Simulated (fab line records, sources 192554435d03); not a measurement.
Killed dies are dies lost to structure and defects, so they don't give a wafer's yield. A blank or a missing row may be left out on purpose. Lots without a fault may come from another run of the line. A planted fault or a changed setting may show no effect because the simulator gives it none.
Chamber matching | flow n5_finfet | N5_BEOL_M8_PECVD_70 on pecvd-02: 3 sister chambers
The step deposits SiO2 from TEOS/O2, target thk 20 nm, time 22.7 s. 3 wafers are shown with their chamber, then 7 later ones without.

WAFERS WITH THEIR CHAMBER
wafer  | chamber | throttle_valve_pct (%)
L090.3 | 0       | 23.0
L093.2 | 2       | 22.1
L093.3 | 1       | 21.4

WAFERS WITHOUT THEIR CHAMBER
wafer  | throttle_valve_pct (%)
L093.4 | 23.0
L092.4 | 23.1
L092.5 | 21.5
L092.6 | 22.5
L095.2 | 22.0
L095.4 | 21.7
L095.6 | 22.3

WHICH CHAMBER EACH WENT THROUGH
wafer  | from the rows above     | in truth
L093.4 | 0                       | 0
L092.4 | 0                       | 0
L092.5 | 1                       | 1
L092.6 | can't be placed: 2 or 0 | 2
L095.2 | 2                       | 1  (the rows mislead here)
L095.4 | can't be placed: 1 or 2 | 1
L095.6 | 2                       | 2
Placed correctly: 4 of 7. Can't be placed from these rows: 2 (the true chamber is among the candidates in 2). Placed wrongly: 1.
How it was worked out, from the rows above alone: a wafer's distance from a chamber is the root of the sum, over the readings, of the square of ((its reading less the chamber's mean) divided by the reading's scatter). The wafer belongs to the nearest chamber; if the next one is less than 2 further off, it can't be placed. A chamber's mean is the mean of its shown wafers. The scatter: with one shown wafer a chamber, the root of the mean of the squares of how far each hidden wafer lies from its nearest shown one.
